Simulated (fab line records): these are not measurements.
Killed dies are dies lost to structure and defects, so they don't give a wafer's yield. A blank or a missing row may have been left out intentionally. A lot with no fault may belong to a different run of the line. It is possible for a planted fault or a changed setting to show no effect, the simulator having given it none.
Split-lot trial | flow n5_finfet | 21 wafers read from 7 lots, route of 1938 steps

== ON THE SPLIT ==
At N5_PMOS_HMC_CHANNEL_EPI_PEB_07 (peb time 60 s), the setting peb_time_s was moved away from the recipe's 60 s on 4 of the 21 wafers read, by +6.2% to +22.3%. All remaining wafers had this setting at the recipe value.

== SPLIT TO READING: what lies between them in the file, 1 step ==
- N5_PMOS_HMC_CHANNEL_EPI_DEVELOP_08: develop time 30 s

== THE READING ==
At N5_PMOS_HMC_CHANNEL_EPI_CD_MEAS_09: cd_nm in nanometres, against a target cd of 237.4 nm. On this fab line, fault-free wafers typically give 236.9 nm with a standard deviation of 0.94 nm.

wafer  | tool, chamber at the split | peb_time_s as run, s | against the recipe | cd_nm, nm | against lot-mates on the recipe
L074.3 | litho_track-05, 0          | 65.54                | +9.2%              | 240.6     | +3.4
L074.4 | litho_track-05, 0          | 60                   | recipe             | 237.7     | -
L074.6 | litho_track-05, 0          | 60                   | recipe             | 236.7     | -
L078.3 | litho_track-05, 0          | 60                   | recipe             | 238.0     | -
L078.4 | litho_track-05, 0          | 60                   | recipe             | 238.0     | -
L078.5 | litho_track-05, 0          | 60                   | recipe             | 237.1     | -
L080.1 | litho_track-01, 0          | 60                   | recipe             | 235.5     | -
L080.5 | litho_track-01, 0          | 60                   | recipe             | 235.6     | -
L080.6 | litho_track-01, 0          | 60                   | recipe             | 235.2     | -
L083.1 | litho_track-01, 0          | 60                   | recipe             | 236.5     | -
L083.4 | litho_track-01, 0          | 60                   | recipe             | 235.6     | -
L083.5 | litho_track-01, 0          | 60                   | recipe             | 236.4     | -
L084.3 | litho_track-05, 0          | 60                   | recipe             | 235.8     | -
L084.4 | litho_track-05, 0          | 60                   | recipe             | 236.5     | -
L084.5 | litho_track-05, 0          | 60                   | recipe             | 236.9     | -
L093.2 | litho_track-01, 0          | 63.71                | +6.2%              | 240.3     | +1.6
L093.4 | litho_track-01, 0          | 60                   | recipe             | 239.7     | -
L093.6 | litho_track-01, 0          | 60                   | recipe             | 237.8     | -
L094.2 | litho_track-01, 0          | 73.37                | +22.3%             | 245.6     | +8.1
L094.5 | litho_track-01, 0          | 60                   | recipe             | 237.5     | -
L094.6 | litho_track-01, 0          | 73.37                | +22.3%             | 244.8     | +7.3

FIT RESULTS
A straight line over all 21 wafers: cd_nm changes by +0.381 nm for each +1% of peb_time_s; r = +0.92; the points scatter about the line by 1.1 nm.
The same after taking each lot's own level away (the mean of its wafers on the recipe; 21 wafers): +0.345 nm for each +1%; r = +0.98; scatter 0.5 nm.
Per that fit: largest peb_time_s move, reading shift of 7.7 nm.
The span of the lots' own levels, 235.43 to 238.75 nm, comes to 3.5 times the standard deviation stated above.
Thus the slope moves with the lot-to-lot level: the two fits are different.
Check: for one of the wafers moved furthest among these (+22.3%), held out of the fit, the line's prediction against its lot-mates is +7.32 nm. Against them it came out at +8.1 nm.

== FURTHER SPLITS ON THESE WAFERS ==
Note: prior to the reading, these wafers also went through further splits. Each is held against what the fit with the lots' levels taken away leaves over:
other split on the same wafers | wafers away from the commonest value | r with cd_nm (lot level and that fit taken away)
N5_WELL_APT_COAT_19 spin_rpm   | 9                                    | +0.38

== THE WHOLE CHAIN: every reading that the file lists as answering this split, in the file's order ==
step                               | what it does             | reading                                                                     | change (the file's fit)               | r (the file's)
N5_PMOS_HMC_CHANNEL_EPI_CD_MEAS_09 | target cd 237.4 nm       | cd_nm                                                                       | +0.343 nm for each +1% of the setting | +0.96
N5_PMOS_HMC_CHANNEL_EPI_DESCUM_14  | chemistry O2, time 7.9 s | PMOS_HMC_CHANNEL_EPI.cd_nm (the simulator's own value, which no gauge read) | +0.341 nm for each +1% of the setting | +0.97

== THE FILE'S OWN FIT ==
cd_nm changes by +0.343 nm for each +1% of peb_time_s, r = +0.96.
